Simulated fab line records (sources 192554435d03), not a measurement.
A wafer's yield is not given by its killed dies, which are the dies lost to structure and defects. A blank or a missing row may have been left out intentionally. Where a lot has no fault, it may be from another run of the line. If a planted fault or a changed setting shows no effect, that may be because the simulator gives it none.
A lot that was struck, set against a sound lot :: flow n5-finfet :: 15 out of 1938 route steps
Sound: these wafers, L307.1, L307.2, L307.6. Struck: wafer L320.4 (L320.3, L320.6, from the same lot, were not struck and are left out); the cause is given at the end.
At each step with rows: each side's tool, then ch and its chambers, then its first start. Under that, the readings that differ: sound wafers :: struck wafers :: difference of the means :: sigmas: that difference in standard deviations of wafers without a fault.
alike: readings whose means differ by less than 2 such deviations, and words and numbers that are the same on both sides. not compared: withheld readings, readings that some wafer has no value for, bounds like >300 that may hide the same value, and numbers for which the record gives no deviation and whose values overlap.
The two part at a step that has a row with sigmas, a row that says differs or no value, or rows on one side only. Numbers that don't overlap but have no deviation are shown without sigmas and don't part them. A reading that every wafer of one side lacks parts them only if that side has two wafers or more.

first, 1 step without rows for these wafers: N5_BEOL_M13_PRE_CLEAN_42 (time 30 s).
N5_BEOL_M13_SPUTTER_43: material TaN, target thk 15 nm, time 24.19 s.
  sound: pvd-sputter-01 at day 12 03:19; struck: pvd-sputter-02 at day 15 08:14
  alike: chamber-pressure-pa, throttle-valve-pct
N5_BEOL_M13_SPUTTER_44: material Ta, target thk 10 nm, time 16.13 s.
  sound: pvd-sputter-01 at day 12 03:23; struck: pvd-sputter-02 at day 15 08:19
  alike: chamber-pressure-pa, throttle-valve-pct
N5_BEOL_M13_SPUTTER_45: material Cu, target thk 80 nm, time 13.33 s.
  sound: pvd-sputter-01 at day 12 03:28; struck: pvd-sputter-02 at day 15 08:24
  alike: chamber-pressure-pa, chuck-gas-flow-sccm, throttle-valve-pct
then, 1 step without rows for these wafers: N5_BEOL_M13_ECD_47 (material Cu, target thk 936 nm).
N5_BEOL_M13_ANNEAL_48: time 90 s.
  sound on rtp-anneal-01 ch 0, day 12 03:47; struck on rtp-anneal-01 ch 0, day 15 11:46
  alike: wafer_temp_C_max
N5_BEOL_M13_CMP_49: polishes, stops on SiOC, t overpolish 17.1 s, target thk 420 nm.
  sound on cmp-01 ch 0,2, day 12 04:07; struck on cmp-03 ch 2, day 15 12:10
  alike: barrier-field-endpoint-s, motor-current-A, overpolish-run-s
N5_BEOL_M13_THK_MEAS_50: measures by xrf.
  sound: film-metro-01 at day 12 04:22; struck: film-metro-01 at day 15 12:28
reading: M13_THK (nm)
sound: 427 429 430
struck: 410
difference: -19
sigmas: -3
then, 2 steps without rows for these wafers: N5_BEOL_M13_PRE_CLEAN_52 (time 15 s); N5_BEOL_M13_DEP_53 (deposits SiCN from 3MS/NH3, target thk 50 nm, time 17.8 s).
N5_BEOL_M13_RS_MEAS_54: measures by four-point-probe.
  sound: film-metro-01 at day 12 04:30; struck: film-metro-02 at day 15 12:35
reading: M13_RS (ohm/sq)
sound: 0.0438 0.0436 0.0436
struck: 0.0459
difference: +0.0022
sigmas: +3
N5_BEOL_M13_INSPECT_55: inspects for defects (darkfield).
  sound: defect-inspect-02 at day 12 04:31; struck: defect-inspect-01 at day 15 12:37
  alike: raw-defect-count
N5_BEOL_M14_ILD_DEP_00: deposits SiO2 from TEOS/O2, target thk 1119.3 nm, time 237.4 s.
  sound on pecvd-01 ch 0,1, day 12 04:34; struck on pecvd-01 ch 1, day 15 12:40
reading: susceptor-temp-C (C)
sound: 400.20 400.12 399.81
struck: 402.00
difference: +1.96
sigmas: +8
  alike: heater-power-w, showerhead-plenum-p-Torr, throttle-valve-pct
N5_BEOL_M14_THK_MEAS_01:
  sound: film-metro-01 at day 12 04:45; struck: film-metro-02 at day 15 12:51
  alike: M14_ILD_THK
N5_PASSIVATION_PROBE_49:
  sound: prober-01 at day 13 08:48; struck: prober-01 at day 17 00:06
reading: defect-limited-yield (%)
sound: 89.7 91.4 88.6
struck: 93.1
difference: +3.2
sigmas: +2

reading: killed-dies
sound: 122 101 135
struck: 82
difference: -37
sigmas: -2

reading: killed-on-rim
sound: 15 18 18
struck: 8
difference: -9
sigmas: -2

reading: killed-short
sound: 42 42 51
struck: 25
difference: -20
sigmas: -2

reading: sort_bin_5_function (%)
sound: 6.3 5.2 7.1
struck: 3.6
difference: -2.6
sigmas: -3

reading: sort-n-pass
sound: 1058 1079 1045
struck: 1098
difference: +37
sigmas: +2

reading: sort-yield-pct (%)
sound: 89.7 91.4 88.6
struck: 93.1
difference: +3.2
sigmas: +2
  alike: killed_at_M0_to_M3, killed_at_M4_up, killed-at-contacts, killed-at-front-end, killed-at-other, killed-open, sort_bin_6_memory

## WHERE THEY PART
Last at N5_PASSIVATION_PROBE_49 as far as this record goes, first at N5_BEOL_M13_THK_MEAS_50.

WHY: what the simulator had put in
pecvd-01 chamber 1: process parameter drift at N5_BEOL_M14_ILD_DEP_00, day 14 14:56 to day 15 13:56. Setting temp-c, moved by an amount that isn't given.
